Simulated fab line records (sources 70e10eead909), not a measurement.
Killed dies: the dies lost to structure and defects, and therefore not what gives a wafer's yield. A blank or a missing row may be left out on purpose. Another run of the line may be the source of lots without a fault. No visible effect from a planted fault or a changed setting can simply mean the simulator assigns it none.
Chamber matching + flow nandHarc + 3 sister chambers for NHARC_P_M0_DEP_32 on pecvd-02
The step deposits SiCN, target thk 30 nm. 3 wafers are shown with their chamber, then 12 later ones without.

## EACH WAFER AND ITS CHAMBER
| wafer  | chamber | heaterPowerW (W) |
|--------|---------|------------------|
| L090.1 | 1       | 496              |
| L090.2 | 0       | 555              |
| L090.6 | 2       | 610              |

## WAFERS WHOSE CHAMBER IS MISSING
| wafer  | heaterPowerW (W) |
|--------|------------------|
| L091.1 | 510              |
| L091.2 | 576              |
| L091.3 | 565              |
| L093.2 | 571              |
| L093.3 | 619              |
| L093.4 | 598              |
| L094.2 | 496              |
| L094.3 | 563              |
| L094.5 | 503              |
| L096.2 | 575              |
| L096.4 | 540              |
| L096.5 | 620              |

## WHICH CHAMBER EACH WENT THROUGH
| wafer  | from the rows above     | in truth                   |
|--------|-------------------------|----------------------------|
| L091.1 | 1                       | 1                          |
| L091.2 | can't be placed: 0 or 2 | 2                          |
| L091.3 | 0                       | 0                          |
| L093.2 | can't be placed: 0 or 2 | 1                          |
| L093.3 | 2                       | 2                          |
| L093.4 | 2                       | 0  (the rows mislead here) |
| L094.2 | 1                       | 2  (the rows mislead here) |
| L094.3 | 0                       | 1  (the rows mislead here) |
| L094.5 | 1                       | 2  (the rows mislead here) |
| L096.2 | can't be placed: 0 or 2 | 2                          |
| L096.4 | 0                       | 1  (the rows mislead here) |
| L096.5 | 2                       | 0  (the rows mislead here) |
Placed correctly: 3 of 12. Not placeable from these rows: 3 (in 2, the candidates include the true chamber). 6 placed wrongly.
How it was worked out, from the rows above alone: a wafer's distance from a chamber is the root of the sum, over the readings, of the square of ((its reading less the chamber's mean) divided by the reading's scatter). If the next closest chamber is less than 2 further off than the closest, the wafer can't be placed; otherwise it belongs to the closest. Each chamber's mean is taken over the wafers shown for it. The scatter (one wafer shown for each chamber): square how far every hidden wafer sits from the nearest shown wafer, average those squares and take the square root.
